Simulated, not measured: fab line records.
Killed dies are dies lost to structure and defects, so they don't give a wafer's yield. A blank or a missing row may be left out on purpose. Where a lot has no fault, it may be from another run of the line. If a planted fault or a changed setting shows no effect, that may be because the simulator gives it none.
3 desks looking at one fault	flow n5 finfet	every desk sees just its own numbers, and what lay behind them comes last

## THE TOOL OWNER'S DESK: rie diel-04
The tool's own readings at N5_BEOL_M7_VIA_ETCH_34 (etches SiCOH lowk in C4F6/O2, target depth 125.5 nm, time 50.5 s): means of the sampled wafers that have a number, for each lot that ran on this tool. If a lot's mean is further than 4 standard deviations from the usual mean, the lot is out of limits and carries the mark OUT (the distance appears in the brackets).
Columns: A = drypump motor current A at N5_BEOL_M7_VIA_ETCH_34, usual 5.6 A; B = oes_ar_750_au at N5_BEOL_M7_VIA_ETCH_34, usual 0.79 a.u.; C = oes product au at N5_BEOL_M7_VIA_ETCH_34, usual 0.79 a.u.; D = rf vpp V at N5_BEOL_M7_VIA_ETCH_34, usual 659 V; E = showerhead plenum p Torr at N5_BEOL_M7_VIA_ETCH_34, usual 2.83 Torr; F = throttle valve pct at N5_BEOL_M7_VIA_ETCH_34, usual 20.99 %
lot	first seen here	A	B	C	D	E	F
L166	day 11 22:40	5.7	0.75	0.76	656	2.77	20.97
L168	day 12 17:38	5.6	0.78	0.83	643	2.75	20.89
L167	day 12 18:05	5.7	0.73	0.83	658	2.80	21.25
L181	day 16 19:37	5.7	0.81	0.81	655	2.76	20.99
Result from this desk: across the 4 lots, nothing is out of limits.

## THE DEFECT DESK
Counts from the inspections along the route, per lot, as means over the sampled wafers that have a number. If a lot's mean is further than 4 standard deviations from the usual mean, the lot is out of limits and carries the mark OUT (the distance appears in the brackets).
Columns: A = raw defect count at N5_BEOL_M7_INSPECT_30, usual 429
lot	first seen here	A
L163	day 11 18:23	497
L166	day 11 22:05	473
L168	day 12 17:26	384
L167	day 12 17:36	381
L177	day 14 23:13	317
L181	day 16 19:15	418
Result from this desk: across the 6 lots, nothing is out of limits.

## THE METROLOGY DESK
Means of the sampled wafers that have a number, per lot and without regard to the tool the lot ran on: this is what the gauges read. If a lot's mean is further than 4 standard deviations from the usual mean, the lot is out of limits and carries the mark OUT (the distance appears in the brackets).
Columns: A = cd nm at N5_BEOL_M7_CD_MEAS_28, usual 39.98 nm; B = V6_OVL at N5_BEOL_M7_OVL_MEAS_29, usual 0.6 nm
lot	first seen here	A	B
L163	day 11 18:18	39.89	0.1
L166	day 11 21:59	40.09	0.4
L168	day 12 17:20	39.75	0.4
L167	day 12 17:31	39.84	0.0
L177	day 14 23:08	40.34	0.4
L181	day 16 19:10	40.13	1.2
Result from this desk: across the 6 lots, nothing is out of limits.

## PUT TOGETHER
Nothing out of limits was seen by the tool owner's desk.
No out-of-limits result turned up at the defect desk.
From the metrology desk's view, nothing was out of limits.

## WHAT THE SIMULATOR PUT IN
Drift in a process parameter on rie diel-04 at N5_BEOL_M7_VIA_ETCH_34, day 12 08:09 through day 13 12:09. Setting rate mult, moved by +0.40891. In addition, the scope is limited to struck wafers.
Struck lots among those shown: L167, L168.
